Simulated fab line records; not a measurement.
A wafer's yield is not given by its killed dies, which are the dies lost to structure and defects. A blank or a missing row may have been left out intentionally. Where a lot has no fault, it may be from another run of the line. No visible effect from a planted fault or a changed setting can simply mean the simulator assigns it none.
Matching of chambers -- flow n5Finfet -- rieDiel-06 running N5_HKMG_FIN_STRIP_92: 4 sister chambers
The step strips SOC in N2/H2, time 20 s. 8 wafers are shown with their chamber, then 7 later ones without.

EACH WAFER AND ITS CHAMBER
wafer,chamber,drypumpMotorCurrentA (A),throttleValvePct (%)
L076.6,2,5.66,19.0
L087.1,0,5.57,19.4
L087.4,3,6.07,18.6
L088.2,1,5.95,19.0
L088.4,3,6.06,18.6
L088.6,1,5.95,19.0
L094.1,0,5.59,19.4
L094.2,2,5.66,19.1

WAFERS WHOSE CHAMBER IS MISSING
wafer,drypumpMotorCurrentA (A),throttleValvePct (%)
L094.4,5.68,19.1
L096.1,5.56,19.4
L096.2,5.67,19.1
L096.3,6.07,18.6
L097.1,6.06,18.6
L097.2,5.68,19.1
L097.6,5.60,19.4

WHICH CHAMBER EACH WENT THROUGH
wafer,from the rows above,in truth
L094.4,2,2
L096.1,0,0
L096.2,2,2
L096.3,3,3
L097.1,3,3
L097.2,2,2
L097.6,0,0
Correct placement for 7 of the 7. Not placeable from these rows: 0. Number placed wrongly: 0.
How it was worked out, from the rows above alone: a wafer's distance from a chamber is the root of the sum, over the readings, of the square of ((its reading less the chamber's mean) divided by the reading's scatter). The wafer belongs to the nearest chamber; if the next one is less than 2 further off, it can't be placed. For every chamber, the mean is computed from those of its wafers that are shown. How the scatter is found: for the shown wafers, subtract from each reading the mean of its chamber, square and add these, divide the total by (wafers less chambers), then take the root.
